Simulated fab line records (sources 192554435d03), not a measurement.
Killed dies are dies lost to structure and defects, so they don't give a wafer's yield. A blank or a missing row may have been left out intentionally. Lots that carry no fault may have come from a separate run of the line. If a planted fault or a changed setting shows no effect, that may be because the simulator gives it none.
Matching of chambers	flow n5_finfet	N5_BEOL_M6_ETCH_66 on rie_diel-04 has 4 sister chambers
The step etches SOC in N2/H2, target depth 80 nm, overetch 16 nm, time 120 s. 8 wafers are shown with their chamber, then 8 later ones without.

== WAFERS WITH THEIR CHAMBER ==
wafer	chamber	throttle_valve_pct (%)	showerhead_plenum_p_Torr (Torr)
L083.1	3	17.13	2.72
L083.6	1	17.54	2.59
L084.3	0	18.14	2.70
L084.6	2	17.83	2.66
L091.2	0	18.18	2.70
L091.3	3	17.18	2.71
L091.5	1	17.57	2.59
L093.3	2	17.86	2.65

== WAFERS WITH NO CHAMBER GIVEN ==
wafer	throttle_valve_pct (%)	showerhead_plenum_p_Torr (Torr)
L093.5	17.57	2.59
L093.6	18.17	2.69
L092.1	17.19	2.71
L092.2	17.58	2.59
L092.5	18.18	2.69
L095.2	17.21	2.70
L095.5	17.20	2.70
L095.6	17.89	2.65

== THE CHAMBER EACH PASSED THROUGH ==
wafer	from the rows above	in truth
L093.5	1	1
L093.6	0	0
L092.1	3	3
L092.2	1	1
L092.5	0	0
L095.2	3	3
L095.5	3	3
L095.6	2	2
Correctly placed: 8 of 8. Left unplaced by these rows: 0. Wrongly placed: 0.
How it was worked out, from the rows above alone: a wafer's distance from a chamber is the root of the sum, over the readings, of the square of ((its reading less the chamber's mean) divided by the reading's scatter). The wafer belongs to the nearest chamber; if the next one is less than 2 further off, it can't be placed. For every chamber, the mean is computed from those of its wafers that are shown. How the scatter is found: for the shown wafers, subtract from each reading the mean of its chamber, square and add these, divide the total by (wafers less chambers), then take the root.
